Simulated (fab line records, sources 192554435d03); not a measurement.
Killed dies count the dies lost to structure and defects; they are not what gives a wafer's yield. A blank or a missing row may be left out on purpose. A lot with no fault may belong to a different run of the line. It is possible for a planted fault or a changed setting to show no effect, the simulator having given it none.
Chamber matching    flow n5_finfet    N5_BEOL_M4_ALD_84 on ald_metal-01 has 4 sister chambers
The step deposits TaN, pulse time 2 s, purge time 3 s, co reactant purge time 2 s. 4 wafers are shown with their chamber, then 9 later ones without.

== WAFERS, EACH WITH ITS CHAMBER ==
wafer   chamber  heater_power_w (W)
L082.6  1        408
L092.1  3        298
L092.2  0        457
L092.3  2        423

== WAFERS MISSING THEIR CHAMBER ==
wafer   heater_power_w (W)
L093.1  398
L093.3  442
L093.5  420
L094.1  413
L094.4  302
L094.5  401
L096.1  440
L096.3  417
L096.4  391

== WHICH CHAMBER EACH ONE RAN IN ==
wafer   from the rows above           in truth
L093.1  can't be placed: 1 or 2       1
L093.3  can't be placed: 0 or 2 or 1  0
L093.5  can't be placed: 2 or 1       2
L094.1  can't be placed: 1 or 2       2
L094.4  3                             3
L094.5  can't be placed: 1 or 2       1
L096.1  can't be placed: 0 or 2 or 1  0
L096.3  can't be placed: 2 or 1       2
L096.4  can't be placed: 1 or 2       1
Placed correctly: 1 of 9. From these rows, 8 cannot be placed; in 8 the true chamber is one of the candidates. Number placed wrongly: 0.
How it was worked out, from the rows above alone: a wafer's distance from a chamber is the root of the sum, over the readings, of the square of ((its reading less the chamber's mean) divided by the reading's scatter). The wafer belongs to the nearest chamber; if the next one is less than 2 further off, it can't be placed. Each chamber's mean is taken over the wafers shown for it. The scatter: root of mean squared gap, hidden wafer to nearest shown wafer, with one shown wafer a chamber.
